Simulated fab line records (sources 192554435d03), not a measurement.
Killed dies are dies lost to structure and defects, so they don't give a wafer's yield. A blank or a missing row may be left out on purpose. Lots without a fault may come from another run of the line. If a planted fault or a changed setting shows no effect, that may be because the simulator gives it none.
Split-lot experiment + flow n5 finfet + 21 wafers read from 7 lots, route of 1938 steps

== ON THE SPLIT ==
At N5_BEOL_M0_SAQP_PECVD_04 (deposits a-Si from SiH4/He, target thk 60 nm, time 60.2 s), the setting time s was moved away from the recipe's 60.2 s on 3 of the 21 wafers read, by -9.8% to -7.8%. This setting was run at the recipe's value on the other wafers.

The split's own step is where the reading is taken.

== THE READING ==
a-Si_of_BEOL_M0_SAQP_PECVD_04.thk nm (the simulator's own value, which no gauge read), in nm, at N5_BEOL_M0_SAQP_PECVD_04 (deposits a-Si from SiH4/He, target thk 60 nm, time 60.2 s). The file gives no usual value for it. The 18 wafers here that ran the recipe average 60.3 nm, standard deviation 0.69 nm.

| wafer  | tool, chamber at the split | time s as run, s | against the recipe | a-Si_of_BEOL_M0_SAQP_PECVD_04.thk nm, nm | against lot-mates on the recipe |
|--------|----------------------------|------------------|--------------------|------------------------------------------|---------------------------------|
| L075.1 | pecvd-01, 2                | 60.2             | recipe             | 60.2                                     | -                               |
| L075.3 | pecvd-01, 1                | 60.2             | recipe             | 60.4                                     | -                               |
| L075.4 | pecvd-01, 1                | 60.2             | recipe             | 61.8                                     | -                               |
| L083.1 | pecvd-01, 2                | 60.2             | recipe             | 60                                       | -                               |
| L083.2 | pecvd-01, 1                | 60.2             | recipe             | 60.2                                     | -                               |
| L083.6 | pecvd-01, 0                | 60.2             | recipe             | 61                                       | -                               |
| L084.3 | pecvd-04, 0                | 60.2             | recipe             | 59.6                                     | -                               |
| L084.4 | pecvd-04, 2,0              | 60.2             | recipe             | 60.6                                     | -                               |
| L084.6 | pecvd-04, 2,0              | 60.2             | recipe             | 60.6                                     | -                               |
| L089.1 | pecvd-03, 2                | 60.2             | recipe             | 60.2                                     | -                               |
| L089.2 | pecvd-03, 1                | 60.2             | recipe             | 59.8                                     | -                               |
| L089.4 | pecvd-03, 1                | 60.2             | recipe             | 61.2                                     | -                               |
| L091.4 | pecvd-01, 2,1              | 60.2             | recipe             | 60.2                                     | -                               |
| L091.6 | pecvd-01, 2,1              | 60.2             | recipe             | 60.2                                     | -                               |
| L091.5 | pecvd-01, 0                | 60.2             | recipe             | 59.8                                     | -                               |
| L095.3 | pecvd-04, 0                | 60.2             | recipe             | 59                                       | -                               |
| L095.4 | pecvd-04, 1,0              | 55.51            | -7.8%              | 55.4                                     | -3.6                            |
| L095.5 | pecvd-04, 1,0              | 55.51            | -7.8%              | 55.4                                     | -3.6                            |
| L097.2 | pecvd-03, 2                | 60.2             | recipe             | 59.2                                     | -                               |
| L097.4 | pecvd-03, 2                | 54.32            | -9.8%              | 55.4                                     | -4.8                            |
| L097.5 | pecvd-03, 1                | 60.2             | recipe             | 61.2                                     | -                               |
When a row names more than one chamber, that row covers several wafers, and the file does not tell which wafer ran in which chamber.

THE FIT
A straight line over all 21 wafers: a-Si_of_BEOL_M0_SAQP_PECVD_04.thk nm changes by +0.57 nm for each +1% of time s; r = +0.93; the points scatter about the line by 0.7 nm.
The same after taking each lot's own level away (the mean of its wafers on the recipe; 21 wafers): +0.475 nm for each +1%; r = +0.94; scatter 0.56 nm.
The reading moves by 4.6 nm for the largest change in time s, on that fit.
The lots' own levels span 59.00 to 60.80 nm, that is 2.6 times the standard deviation above.
So the slope is not independent of the lot-to-lot level: the two fits are not the same.
Check: for one of the wafers moved furthest among these (-9.8%), held out of the fit, the line's prediction against its lot-mates is -4.51 nm. Against them it came out at -4.8 nm.

== FURTHER SPLITS ON THESE WAFERS ==
Before the reading, these wafers also passed through other splits. Each is held against what the fit with the lots' levels taken away leaves over:
| other split on the same wafers        | wafers away from the commonest value | r with a-Si_of_BEOL_M0_SAQP_PECVD_04.thk nm (lot level and that fit taken away) |
|---------------------------------------|--------------------------------------|---------------------------------------------------------------------------------|
| N5_MOL_CONTACT_COAG_EXPOSE_05 dose mj | 4                                    | -0.15                                                                           |
| N5_MOL_CONTACT_COAG_ETCH_106 source w | 8                                    | +0.07                                                                           |
| N5_MOL_CONTACT_COAG_PECVD_31 temp c   | 6                                    | +0.18                                                                           |

== THE WHOLE CHAIN: every reading that the file lists as answering this split, in the file's order ==
| step                        | what it does                                              | reading                                                                               | change (the file's fit)              | r (the file's) |
|-----------------------------|-----------------------------------------------------------|---------------------------------------------------------------------------------------|--------------------------------------|----------------|
| N5_BEOL_M0_SAQP_PECVD_04    | deposits a-Si from SiH4/He, target thk 60 nm, time 60.2 s | a-Si_of_BEOL_M0_SAQP_PECVD_04.thk nm (the simulator's own value, which no gauge read) | +0.48 nm for each +1% of the setting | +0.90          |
| N5_BEOL_M0_SAQP_THK_MEAS_05 |                                                           | thk nm                                                                                | withheld for each +1% of the setting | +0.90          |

== THE FILE'S OWN FIT ==
a-Si_of_BEOL_M0_SAQP_PECVD_04.thk nm changes by +0.48 nm for each +1% of time s, r = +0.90.
